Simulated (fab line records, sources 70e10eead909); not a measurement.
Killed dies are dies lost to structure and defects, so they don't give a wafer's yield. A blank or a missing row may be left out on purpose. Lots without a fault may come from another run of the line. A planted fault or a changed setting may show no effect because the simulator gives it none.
Which tool did it? | flow nand_harc | 11 lots, 32 wafers sampled, at 5 steps of a route of 1302

WHAT THE GAUGES READ, wafer by wafer
NHARC_END_SORT_01.
lot  | measured     | on        | killed_at_array
L468 | day 28 15:16 | prober-02 | 79 170
L470 | day 29 08:53 | prober-02 | 62 194 70

WHICH TOOL RAN EACH LOT (tool, then ch and the chambers of the sampled wafers, then the start)
lot  | NHARC_A_CHANNEL_HOLE_D2_ETCH_16               | NHARC_A_CHANNEL_HOLE_D2_ETCH_19  | NHARC_A_CHANNEL_HOLE_D2_ETCH_27  | NHARC_A_CHANNEL_FILL_D2_ETCHBACK_20
L459 | rie_diel-05 ch 0,1,3, day 12 19:04 or earlier | har_etch-02 ch 0,1, day 12 19:04 | har_etch-02 ch 0,1, day 12 23:06 | rie_diel-13 ch 0,1,3, day 14 02:50
L461 | rie_diel-12 ch 0,3, day 13 12:35 or earlier   | har_etch-01 ch 0,1, day 13 12:35 | har_etch-01 ch 0,1, day 13 16:33 | rie_diel-13 ch 1,2,3, day 14 20:34
L460 | rie_diel-12 ch 1,2,3, day 13 17:07 or earlier | har_etch-02 ch 0,1, day 13 17:07 | har_etch-02 ch 0,1, day 13 21:07 | rie_diel-13 ch 1,2,3, day 15 00:02
L468 | rie_diel-12 ch 0,2, day 17 09:44 or earlier   | har_etch-01 ch 0, day 17 09:44   | har_etch-01 ch 0, day 17 13:43   | rie_diel-13 ch 0,2, day 18 17:05
L470 | rie_diel-02 ch 1,2,3, day 17 20:28 or earlier | har_etch-01 ch 0,1, day 17 20:28 | har_etch-01 ch 0,1, day 18 00:29 | rie_diel-13 ch 1,2, day 19 02:26
L472 | rie_diel-02 ch 0,1,3, day 18 08:36 or earlier | har_etch-01 ch 0,1, day 18 08:36 | har_etch-01 ch 0,1, day 18 12:38 | rie_diel-06 ch 1,2,3, day 19 14:20
L476 | rie_diel-02 ch 1,3, day 20 23:28 or earlier   | har_etch-02 ch 1, day 20 23:28   | har_etch-02 ch 1, day 21 03:25   | rie_diel-06 ch 0,1,3, day 22 08:25
L477 | rie_diel-05 ch 0,1,3, day 21 04:19 or earlier | har_etch-01 ch 0,1, day 21 04:19 | har_etch-01 ch 0,1, day 21 08:18 | rie_diel-13 ch 0,1,2, day 22 08:23
L478 | rie_diel-05 ch 2,3, day 21 16:36 or earlier   | har_etch-02 ch 0, day 21 16:36   | har_etch-02 ch 0, day 21 20:38   | rie_diel-06 ch 1,2, day 22 20:12
L480 | rie_diel-12 ch 0,3, day 22 10:49 or earlier   | har_etch-02 ch 0,1, day 22 10:49 | har_etch-02 ch 0,1, day 22 14:47 | rie_diel-13 ch 0,1, day 23 17:14
L482 | rie_diel-12 ch 0,2,3, day 22 18:29 or earlier | har_etch-01 ch 0,1, day 22 18:29 | har_etch-01 ch 0,1, day 22 22:27 | rie_diel-13 ch 0,2, day 23 23:58
- NHARC_A_CHANNEL_HOLE_D2_ETCH_16: etches the open film in O2/COS, target depth 3100 nm, time 806 s.
- NHARC_A_CHANNEL_HOLE_D2_ETCH_19: etches the open film in C4F8/O2/Ar, time 34.5 s.
- NHARC_A_CHANNEL_HOLE_D2_ETCH_27: etches the open film in C4F8/O2/Ar, time 90 s, target depth 400 nm.
- NHARC_A_CHANNEL_FILL_D2_ETCHBACK_20: etches the open film in C4F8/O2/Ar, target depth 27 nm, time 13.5 s.

THE ANSWER, worked out from the rows above alone
Rule: what is usual is taken from the lots themselves. Put in order of their means at a reading, lots are off if they are a third of the lots or fewer, leave a main group of 4 or more, and stand apart from it by a gap of 3 or more times the standard deviation of the main group's means; of several such gaps the widest counts. A main group whose means are all the same, to the digits that the tables above print for the reading, isn't used. A lot without any number at a reading at which 4 lots or more have one is off too. The other lots that the step has rows for count as sound.
No lot is off at any reading shown: from this, nothing can be told.

WHAT THE SIMULATOR HAD PUT IN
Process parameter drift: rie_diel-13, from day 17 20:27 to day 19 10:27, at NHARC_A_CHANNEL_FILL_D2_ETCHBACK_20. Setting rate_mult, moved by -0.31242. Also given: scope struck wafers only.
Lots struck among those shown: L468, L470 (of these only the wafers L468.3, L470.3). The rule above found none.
